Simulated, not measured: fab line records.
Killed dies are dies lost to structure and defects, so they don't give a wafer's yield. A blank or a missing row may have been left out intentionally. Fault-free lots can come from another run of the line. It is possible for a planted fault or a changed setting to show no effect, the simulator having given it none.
Struck lot and sound lot, side by side || flow n5_finfet || 16 out of 1938 route steps
Sound: these wafers, L723.3, L723.5, L723.6. Struck: wafer L736.6. (L736.3 of the same lot was not struck and is left out.) The cause comes at the end.
Each step with rows lists, per side, the tool, then ch with its chambers, then its first start. Under that, the readings that differ: sound wafers || struck wafers || difference of the means || sigmas: that difference in standard deviations of wafers without a fault.
alike: same words and numbers on both sides, and readings whose means sit less than 2 such deviations apart. not compared: any withheld reading, any reading some wafer has no value for, any bound like >300 that may hide the same value, and any number with overlapping values for which the record gives no deviation.
The two part at a step that has a row with sigmas, a row that says differs or no value, or rows on one side only. Non-overlapping numbers with no deviation appear without sigmas and do not part them. Lack of a reading on every wafer of one side parts them only where that side has two or more wafers.

first, 4 steps without rows for these wafers: N5_HKMG_FIN_STRIP_89 (strips SOC in N2/H2, time 20 s); N5_HKMG_FIN_WET_ETCH_87 (etches TiN in SC1, time 154.2 s, target depth 4.7 nm, rinse time 30 s); N5_HKMG_FIN_STRIP_88 (strips in N2/H2, time 360 s); N5_HKMG_FIN_NWFM_ALD_20 (deposits TiAlC, target thk 2 nm, pulse time 3 s, purge time 2 s).
N5_HKMG_FIN_ALD_71: deposits TiN, target thk 1 nm, pulse time 1 s, purge time 3 s.
  sound on ald_metal-02 ch 1,2,3, day 4 07:39; struck on ald_metal-03 ch 2, day 7 13:55
{"reading": "heater_power_w (W)", "sound": "881 910 852", "struck": 1093, "difference": "+212", "sigmas": "+3"}
  alike: chamber_pressure_Torr, precursor_pulse_height_rel
  not compared: ald_cycles
then, 1 step without rows for these wafers: N5_HKMG_FIN_COAT_66 (time 60 s, resist thk 300 nm).
N5_HKMG_FIN_ETCH_67: etches SOC in N2/H2, stops on TiN, target depth 388.9 nm.
  sound on rie_diel-04 ch 0,2, day 4 07:59; struck on rie_diel-03 ch 0, day 7 14:16
{"reading": "drypump_motor_current_A (A)", "sound": "5.1 5.5 5.1", "struck": 6.3, "difference": "+1.1", "sigmas": "+2"}
{"reading": "oes_product_au (a.u.)", "sound": "0.87 0.94 0.86", "struck": 0.71, "difference": -0.18, "sigmas": -2}
{"reading": "throttle_valve_pct (%)", "sound": "17.44 17.81 17.41", "struck": 18.22, "difference": "+0.67", "sigmas": "+2"}
  alike: rf_vpp_V, showerhead_plenum_p_Torr
  not compared: rf_hours_counter_h
N5_HKMG_FIN_STRIP_90: strips SOC in N2/H2, time 20 s.
  sound on rie_diel-04 ch 0,2, day 4 08:03; struck on rie_diel-03 ch 0, day 7 14:19
{"reading": "drypump_motor_current_A (A)", "sound": "5.1 5.6 5.1", "struck": 6.3, "difference": "+1.0", "sigmas": "+2"}
{"reading": "oes_product_au (a.u.)", "sound": "0.90 0.94 0.90", "struck": 0.72, "difference": -0.19, "sigmas": -2}
  alike: rf_vpp_V, showerhead_plenum_p_Torr, throttle_valve_pct
  not compared: rf_hours_counter_h
then, 1 step without rows for these wafers: N5_HKMG_FIN_WET_ETCH_73 (etches the open film in SC1, time 42.3 s, target depth 1.3 nm, rinse time 30 s).
N5_HKMG_FIN_ETCHBACK_68: etches the open film in Cl2/Ar, stops on HfO2, target depth 0.5 nm.
  sound on rie_metal-03 ch 0,1, day 4 08:15; struck on rie_metal-02 ch 1, day 7 14:31
{"reading": "oes_product_au (a.u.)", "sound": "0.80 0.81 0.83", "struck": 0.57, "difference": -0.24, "sigmas": -2}
{"reading": "throttle_valve_pct (%)", "sound": "21.03 21.02 20.72", "struck": 21.55, "difference": "+0.63", "sigmas": "+3"}
  alike: drypump_motor_current_A
  not compared: rf_hours_counter_h
then, 1 step without rows for these wafers: N5_HKMG_FIN_STRIP_69 (strips in N2/H2, time 360 s).
N5_HKMG_FIN_ALD_21: deposits TiN, target thk 1.5 nm, pulse time 1 s, purge time 3 s.
  sound on ald_metal-01 ch 0,2,3, day 4 08:44; struck on ald_metal-02 ch 1, day 7 15:00
  alike: chamber_pressure_Torr, heater_power_w, precursor_pulse_height_rel
  not compared: ald_cycles
N5_HKMG_FIN_ALD_72: deposits W, target thk 2 nm, pulse time 1 s, purge time 2 s.
  sound on cvd_w-02 ch 0,1, day 4 09:07; struck on cvd_w-02 ch 1, day 7 15:23
{"reading": "ald_cycles", "sound": "7 7 7", "struck": 6, "difference": -1, "sigmas": ""}
  alike: chamber_pressure_Torr, heater_power_w, precursor_pulse_height_rel
then, 1 step without rows for these wafers: N5_HKMG_FIN_W_FILL_22 (material W, target thk 60 nm, time 18.2 s).
-- record jumps: 4 days separate the struck wafers' starts on either side; left off in module HKMG_FIN, taken up again in module BEOL_M4, whose first shown step is the route's number 1111 --
N5_BEOL_M4_RC_MEAS_101:
  sound on prober-01 ch 0, day 7 13:34; struck on prober-01 ch 0, day 11 04:42
{"reading": "VT_P (mV)", "sound": "-257 -250 -256", "struck": -245, "difference": "+9", "sigmas": "+2"}
  alike: DIBL_N, DIBL_P, IOFF_N, IOFF_P, ION_N, ION_P, SS_N, SS_P, VT_N
-- record jumps: 5 days separate the struck wafers' starts on either side; left off in module BEOL_M4, taken up again in module PASSIVATION, whose first shown step is the route's number 1936 --
N5_PASSIVATION_PROBE_49:
  only the struck wafers here have rows in the record (prober-01, day 15 19:01); the sound ones have none

== WHERE THEY PART ==
Earliest at N5_HKMG_FIN_ALD_71; latest, in this record, at N5_PASSIVATION_PROBE_49.

WHY: what the simulator had put in
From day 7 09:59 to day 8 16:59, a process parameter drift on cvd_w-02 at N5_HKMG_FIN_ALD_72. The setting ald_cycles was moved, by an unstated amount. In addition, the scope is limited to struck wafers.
